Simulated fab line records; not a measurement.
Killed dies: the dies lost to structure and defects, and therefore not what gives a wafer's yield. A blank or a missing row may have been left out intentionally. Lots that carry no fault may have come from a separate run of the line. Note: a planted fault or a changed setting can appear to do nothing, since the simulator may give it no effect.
Split-lot study + flow n5Finfet + on a route of 1938 steps: 7 lots, 39 wafers read

== THE SPLIT ITSELF ==
At N5_DUMMY_GATE_ETCH_32 (etches SiO2 in CF4, target depth 3.5 nm, time 3.9 s), the setting timeS was moved away from the recipe's 3.9 s on 15 of the 39 wafers read, by -8.1% to +22.3%. The other wafers ran this setting at the recipe's value.

Reading taken at the split's own step.

== THE READING ==
etch.depthNm (the simulator's own value, which no gauge read), in nm, at N5_DUMMY_GATE_ETCH_32 (etches SiO2 in CF4, target depth 3.5 nm, time 3.9 s). No usual value for it is given in the file. The 24 wafers here that ran the recipe average 3.493 nm, standard deviation 0.11 nm.

| wafer  | tool, chamber at the split | timeS as run, s | against the recipe | etch.depthNm, nm | against lot-mates on the recipe |
|--------|----------------------------|-----------------|--------------------|------------------|---------------------------------|
| L074.1 | rieSi-02, 0                | 4.335           | +11.2%             | 3.806            | +0.318                          |
| L074.2 | rieSi-02, 2                | 3.9             | recipe             | 3.663            | -                               |
| L074.3 | rieSi-02, 1                | 3.9             | recipe             | 3.493            | -                               |
| L074.4 | rieSi-02, 3                | 3.9             | recipe             | 3.307            | -                               |
| L074.5 | rieSi-02, 2                | 4.335           | +11.2%             | 4.099            | +0.611                          |
| L074.6 | rieSi-02, 3                | 4.335           | +11.2%             | 3.692            | +0.204                          |
| L078.1 | rieSi-01, 2                | 4.302           | +10.3%             | 4.008            | +0.390                          |
| L078.2 | rieSi-01, 3                | 4.302           | +10.3%             | 4.049            | +0.431                          |
| L078.3 | rieSi-01, 0                | 3.9             | recipe             | 3.611            | -                               |
| L078.4 | rieSi-01, 1                | 4.302           | +10.3%             | 3.758            | +0.140                          |
| L078.5 | rieSi-01, 3                | 3.9             | recipe             | 3.604            | -                               |
| L078.6 | rieSi-01, 2                | 3.9             | recipe             | 3.638            | -                               |
| L084.1 | rieSi-04, 3                | 3.637           | -6.7%              | 3.365            | -0.080                          |
| L084.2 | rieSi-04, 1                | 3.637           | -6.7%              | 3.164            | -0.281                          |
| L084.3 | rieSi-04, 2                | 3.637           | -6.7%              | 3.288            | -0.157                          |
| L084.4 | rieSi-04, 0                | 3.9             | recipe             | 3.437            | -                               |
| L084.5 | rieSi-04, 1                | 3.9             | recipe             | 3.37             | -                               |
| L084.6 | rieSi-04, 2                | 3.9             | recipe             | 3.527            | -                               |
| L085.1 | rieSi-02, 0                | 4.771           | +22.3%             | 4.204            | +0.735                          |
| L085.2 | rieSi-02, 2                | 3.9             | recipe             | 3.654            | -                               |
| L085.3 | rieSi-02, 1                | 4.771           | +22.3%             | 4.291            | +0.822                          |
| L085.4 | rieSi-02, 3                | 3.9             | recipe             | 3.335            | -                               |
| L085.5 | rieSi-02, 1                | 4.771           | +22.3%             | 4.251            | +0.782                          |
| L085.6 | rieSi-02, 0                | 3.9             | recipe             | 3.417            | -                               |
| L086.1 | rieSi-01, 2                | 3.586           | -8.1%              | 3.354            | -0.165                          |
| L086.2 | rieSi-01, 3                | 3.9             | recipe             | 3.629            | -                               |
| L086.3 | rieSi-01, 1                | 3.9             | recipe             | 3.359            | -                               |
| L086.4 | rieSi-01, 0                | 3.9             | recipe             | 3.57             | -                               |
| L086.5 | rieSi-01, 3                | 3.586           | -8.1%              | 3.33             | -0.189                          |
| L086.6 | rieSi-01, 2                | 3.586           | -8.1%              | 3.343            | -0.176                          |
| L092.1 | rieSi-01, 3                | 3.9             | recipe             | 3.65             | -                               |
| L092.3 | rieSi-01, 1                | 3.9             | recipe             | 3.367            | -                               |
| L092.5 | rieSi-01, 1                | 3.9             | recipe             | 3.379            | -                               |
| L094.1 | rieSi-04, 2                | 3.9             | recipe             | 3.575            | -                               |
| L094.2 | rieSi-04, 1                | 3.9             | recipe             | 3.417            | -                               |
| L094.6 | rieSi-04, 1                | 3.9             | recipe             | 3.417            | -                               |
| L094.3 | rieSi-04, 3                | 3.9             | recipe             | 3.567            | -                               |
| L094.4 | rieSi-04, 0                | 3.9             | recipe             | 3.439            | -                               |
| L094.5 | rieSi-04, 0                | 3.9             | recipe             | 3.416            | -                               |

FIT RESULTS
A straight line over all 39 wafers: etch.depthNm changes by +0.0331 nm for each +1% of timeS; r = +0.91; the points scatter about the line by 0.12 nm.
The same after taking each lot's own level away (the mean of its wafers on the recipe; 39 wafers): +0.0323 nm for each +1%; r = +0.92; scatter 0.11 nm.
Per that fit: largest timeS move, reading shift of 0.72 nm.
Across the lots, their own levels run from 3.4447 to 3.6177 nm, a range of 1.5 times the standard deviation given above.
Consequently the slope shifts little with the lot-to-lot level, the two slopes agreeing.
Check: with one of the wafers moved furthest among these (+22.3%) left out of the fit, the line predicts +0.736 nm for it against its lot-mates. Against them it came out at +0.735 nm.

== THESE WAFERS: OTHER SPLITS ==
Note: prior to the reading, these wafers also went through further splits. Each is held against what the fit with the lots' levels taken away leaves over:
| other split on the same wafers     | wafers away from the commonest value | r with etch.depthNm (lot level and that fit taken away) |
|------------------------------------|--------------------------------------|---------------------------------------------------------|
| N5_DUMMY_GATE_EXPOSE_12 doseMj     | 15                                   | +0.09                                                   |
| N5_DUMMY_GATE_ETCH_31 targetDepthA | 18                                   | +0.00                                                   |

== THE FILE'S OWN FIT ==
etch.depthNm changes by +0.0328 nm for each +1% of timeS, r = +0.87.
